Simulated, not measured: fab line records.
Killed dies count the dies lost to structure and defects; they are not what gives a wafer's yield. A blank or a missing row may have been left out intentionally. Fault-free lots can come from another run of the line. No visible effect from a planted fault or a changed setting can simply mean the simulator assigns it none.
Lot-split experiment :: flow n5-finfet :: 7 lots, 39 wafers read, on a route of 1938 steps

## ABOUT THE SPLIT
At N5_MOL_CONTACT_COAG_ALD_27 (deposits SiOC, target thk 17 nm, pulse time 1.5 s, time 2720 s), the setting ald-cycles was moved away from the recipe's 340 on 15 of the 39 wafers read, by -28.2% to +57.9%. All remaining wafers had this setting at the recipe value.

Reading taken at the split's own step.

## THE READING
SiOC_of_MOL_CONTACT_COAG_ALD_27.thk-nm (the simulator's own value, which no gauge read), in nm, at N5_MOL_CONTACT_COAG_ALD_27 (deposits SiOC, target thk 17 nm, pulse time 1.5 s, time 2720 s). No usual value for it is given in the file. Across the 24 wafers here that went through the recipe, the average is 17.0 nm and the standard deviation 0.08 nm.

wafer: L074.1
tool, chamber at the split: ald-sin-03, 1,0,3
ald-cycles as run: 426
against the recipe: +25.3%
SiOC_of_MOL_CONTACT_COAG_ALD_27.thk-nm, nm: 21.2
against lot-mates on the recipe: +4.2

wafer: L074.2
tool, chamber at the split: ald-sin-03, 1,0,3
ald-cycles as run: 426
against the recipe: +25.3%
SiOC_of_MOL_CONTACT_COAG_ALD_27.thk-nm, nm: 21.2
against lot-mates on the recipe: +4.2

wafer: L074.4
tool, chamber at the split: ald-sin-03, 1,0,3
ald-cycles as run: 426
against the recipe: +25.3%
SiOC_of_MOL_CONTACT_COAG_ALD_27.thk-nm, nm: 21.2
against lot-mates on the recipe: +4.2

wafer: L074.3
tool, chamber at the split: ald-sin-03, 2,0,1
ald-cycles as run: 340
against the recipe: recipe
SiOC_of_MOL_CONTACT_COAG_ALD_27.thk-nm, nm: 17
against lot-mates on the recipe: -

wafer: L074.5
tool, chamber at the split: ald-sin-03, 2,0,1
ald-cycles as run: 340
against the recipe: recipe
SiOC_of_MOL_CONTACT_COAG_ALD_27.thk-nm, nm: 17
against lot-mates on the recipe: -

wafer: L074.6
tool, chamber at the split: ald-sin-03, 2,0,1
ald-cycles as run: 340
against the recipe: recipe
SiOC_of_MOL_CONTACT_COAG_ALD_27.thk-nm, nm: 17
against lot-mates on the recipe: -

wafer: L081.1
tool, chamber at the split: ald-sin-03, 1,0
ald-cycles as run: 340
against the recipe: recipe
SiOC_of_MOL_CONTACT_COAG_ALD_27.thk-nm, nm: 17
against lot-mates on the recipe: -

wafer: L081.2
tool, chamber at the split: ald-sin-03, 1,0
ald-cycles as run: 340
against the recipe: recipe
SiOC_of_MOL_CONTACT_COAG_ALD_27.thk-nm, nm: 17
against lot-mates on the recipe: -

wafer: L081.3
tool, chamber at the split: ald-sin-03, 3,2,3
ald-cycles as run: 244
against the recipe: -28.2%
SiOC_of_MOL_CONTACT_COAG_ALD_27.thk-nm, nm: 12.2
against lot-mates on the recipe: -4.9

wafer: L081.4
tool, chamber at the split: ald-sin-03, 3,2,3
ald-cycles as run: 244
against the recipe: -28.2%
SiOC_of_MOL_CONTACT_COAG_ALD_27.thk-nm, nm: 12.2
against lot-mates on the recipe: -4.9

wafer: L081.6
tool, chamber at the split: ald-sin-03, 3,2,3
ald-cycles as run: 244
against the recipe: -28.2%
SiOC_of_MOL_CONTACT_COAG_ALD_27.thk-nm, nm: 12.2
against lot-mates on the recipe: -4.9

wafer: L081.5
tool, chamber at the split: ald-sin-03, 2
ald-cycles as run: 340
against the recipe: recipe
SiOC_of_MOL_CONTACT_COAG_ALD_27.thk-nm, nm: 17.2
against lot-mates on the recipe: -

wafer: L085.3
tool, chamber at the split: ald-sin-04, 2,1,1
ald-cycles as run: 340
against the recipe: recipe
SiOC_of_MOL_CONTACT_COAG_ALD_27.thk-nm, nm: 17
against lot-mates on the recipe: -

wafer: L085.4
tool, chamber at the split: ald-sin-04, 2,1,1
ald-cycles as run: 340
against the recipe: recipe
SiOC_of_MOL_CONTACT_COAG_ALD_27.thk-nm, nm: 17
against lot-mates on the recipe: -

wafer: L085.6
tool, chamber at the split: ald-sin-04, 2,1,1
ald-cycles as run: 340
against the recipe: recipe
SiOC_of_MOL_CONTACT_COAG_ALD_27.thk-nm, nm: 17
against lot-mates on the recipe: -

wafer: L086.1
tool, chamber at the split: ald-sin-04, 0,2
ald-cycles as run: 340
against the recipe: recipe
SiOC_of_MOL_CONTACT_COAG_ALD_27.thk-nm, nm: 17
against lot-mates on the recipe: -

wafer: L086.4
tool, chamber at the split: ald-sin-04, 0,2
ald-cycles as run: 340
against the recipe: recipe
SiOC_of_MOL_CONTACT_COAG_ALD_27.thk-nm, nm: 17
against lot-mates on the recipe: -

wafer: L086.2
tool, chamber at the split: ald-sin-04, 3,1
ald-cycles as run: 248
against the recipe: -27.1%
SiOC_of_MOL_CONTACT_COAG_ALD_27.thk-nm, nm: 12.6
against lot-mates on the recipe: -4.5

wafer: L086.3
tool, chamber at the split: ald-sin-04, 3,1
ald-cycles as run: 248
against the recipe: -27.1%
SiOC_of_MOL_CONTACT_COAG_ALD_27.thk-nm, nm: 12.6
against lot-mates on the recipe: -4.5

wafer: L086.5
tool, chamber at the split: ald-sin-04, 3
ald-cycles as run: 340
against the recipe: recipe
SiOC_of_MOL_CONTACT_COAG_ALD_27.thk-nm, nm: 17.2
against lot-mates on the recipe: -

wafer: L086.6
tool, chamber at the split: ald-sin-04, 0
ald-cycles as run: 248
against the recipe: -27.1%
SiOC_of_MOL_CONTACT_COAG_ALD_27.thk-nm, nm: 12.4
against lot-mates on the recipe: -4.7

wafer: L087.1
tool, chamber at the split: ald-sin-03, 2,1,0
ald-cycles as run: 452
against the recipe: +32.9%
SiOC_of_MOL_CONTACT_COAG_ALD_27.thk-nm, nm: 22.6
against lot-mates on the recipe: +5.6

wafer: L087.3
tool, chamber at the split: ald-sin-03, 2,1,0
ald-cycles as run: 452
against the recipe: +32.9%
SiOC_of_MOL_CONTACT_COAG_ALD_27.thk-nm, nm: 22.6
against lot-mates on the recipe: +5.6

wafer: L087.6
tool, chamber at the split: ald-sin-03, 2,1,0
ald-cycles as run: 452
against the recipe: +32.9%
SiOC_of_MOL_CONTACT_COAG_ALD_27.thk-nm, nm: 22.6
against lot-mates on the recipe: +5.6

wafer: L087.2
tool, chamber at the split: ald-sin-03, 3,0,1
ald-cycles as run: 340
against the recipe: recipe
SiOC_of_MOL_CONTACT_COAG_ALD_27.thk-nm, nm: 17
against lot-mates on the recipe: -

wafer: L087.4
tool, chamber at the split: ald-sin-03, 3,0,1
ald-cycles as run: 340
against the recipe: recipe
SiOC_of_MOL_CONTACT_COAG_ALD_27.thk-nm, nm: 17
against lot-mates on the recipe: -

wafer: L087.5
tool, chamber at the split: ald-sin-03, 3,0,1
ald-cycles as run: 340
against the recipe: recipe
SiOC_of_MOL_CONTACT_COAG_ALD_27.thk-nm, nm: 17
against lot-mates on the recipe: -

wafer: L088.1
tool, chamber at the split: ald-sin-03, 3
ald-cycles as run: 340
against the recipe: recipe
SiOC_of_MOL_CONTACT_COAG_ALD_27.thk-nm, nm: 16.8
against lot-mates on the recipe: -

wafer: L088.2
tool, chamber at the split: ald-sin-03, 0,1,2,0,1
ald-cycles as run: 340
against the recipe: recipe
SiOC_of_MOL_CONTACT_COAG_ALD_27.thk-nm, nm: 17
against lot-mates on the recipe: -

wafer: L088.3
tool, chamber at the split: ald-sin-03, 0,1,2,0,1
ald-cycles as run: 340
against the recipe: recipe
SiOC_of_MOL_CONTACT_COAG_ALD_27.thk-nm, nm: 17
against lot-mates on the recipe: -

wafer: L088.4
tool, chamber at the split: ald-sin-03, 0,1,2,0,1
ald-cycles as run: 340
against the recipe: recipe
SiOC_of_MOL_CONTACT_COAG_ALD_27.thk-nm, nm: 17
against lot-mates on the recipe: -

wafer: L088.5
tool, chamber at the split: ald-sin-03, 0,1,2,0,1
ald-cycles as run: 340
against the recipe: recipe
SiOC_of_MOL_CONTACT_COAG_ALD_27.thk-nm, nm: 17
against lot-mates on the recipe: -

wafer: L088.6
tool, chamber at the split: ald-sin-03, 0,1,2,0,1
ald-cycles as run: 340
against the recipe: recipe
SiOC_of_MOL_CONTACT_COAG_ALD_27.thk-nm, nm: 17
against lot-mates on the recipe: -

wafer: L091.1
tool, chamber at the split: ald-sin-04, 2,0
ald-cycles as run: 537
against the recipe: +57.9%
SiOC_of_MOL_CONTACT_COAG_ALD_27.thk-nm, nm: 26.8
against lot-mates on the recipe: +9.7

wafer: L091.2
tool, chamber at the split: ald-sin-04, 2,0
ald-cycles as run: 537
against the recipe: +57.9%
SiOC_of_MOL_CONTACT_COAG_ALD_27.thk-nm, nm: 26.8
against lot-mates on the recipe: +9.7

wafer: L091.3
tool, chamber at the split: ald-sin-04, 1
ald-cycles as run: 537
against the recipe: +57.9%
SiOC_of_MOL_CONTACT_COAG_ALD_27.thk-nm, nm: 27
against lot-mates on the recipe: +9.9

wafer: L091.4
tool, chamber at the split: ald-sin-04, 3
ald-cycles as run: 340
against the recipe: recipe
SiOC_of_MOL_CONTACT_COAG_ALD_27.thk-nm, nm: 17.2
against lot-mates on the recipe: -

wafer: L091.5
tool, chamber at the split: ald-sin-04, 0,3
ald-cycles as run: 340
against the recipe: recipe
SiOC_of_MOL_CONTACT_COAG_ALD_27.thk-nm, nm: 17
against lot-mates on the recipe: -

wafer: L091.6
tool, chamber at the split: ald-sin-04, 0,3
ald-cycles as run: 340
against the recipe: recipe
SiOC_of_MOL_CONTACT_COAG_ALD_27.thk-nm, nm: 17
against lot-mates on the recipe: -
The file does not say which wafer passed through which chamber wherever a row lists several chambers: such a row stands for several wafers.

THE FIT
A straight line over all 39 wafers: SiOC_of_MOL_CONTACT_COAG_ALD_27.thk-nm changes by +0.169 nm for each +1% of ald-cycles; r = +1.00; the points scatter about the line by 0.086 nm.
The same after taking each lot's own level away (the mean of its wafers on the recipe; 39 wafers): +0.169 nm for each +1%; r = +1.00; scatter 0.076 nm.
On that fit, the largest move of ald-cycles shifts the reading by 9.8 nm.
The lots' own levels span 16.97 to 17.07 nm, that is 1.3 times the standard deviation above.
So the lot-to-lot level changes the slope little: the two slopes agree.
Check: with one of the wafers moved furthest among these (+57.9%) left out of the fit, the line predicts +9.81 nm for it against its lot-mates. Against them it came out at +9.73 nm.

## OTHER SPLITS APPLIED TO THESE WAFERS
Before the reading, these wafers also passed through other splits. Each is held against what the fit with the lots' levels taken away leaves over:
other split on the same wafers: N5_PMOS_HMC_CHANNEL_EPI_DEVELOP_08 develop-time-s
wafers away from the commonest value: 18
r with SiOC_of_MOL_CONTACT_COAG_ALD_27.thk-nm (lot level and that fit taken away): +0.12

other split on the same wafers: N5_SD_EPI_N_ETCH_16 target-depth-a
wafers away from the commonest value: 9
r with SiOC_of_MOL_CONTACT_COAG_ALD_27.thk-nm (lot level and that fit taken away): -0.09

## THE FILE'S OWN FIT
SiOC_of_MOL_CONTACT_COAG_ALD_27.thk-nm changes by +0.169 nm for each +1% of ald-cycles, r = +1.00.
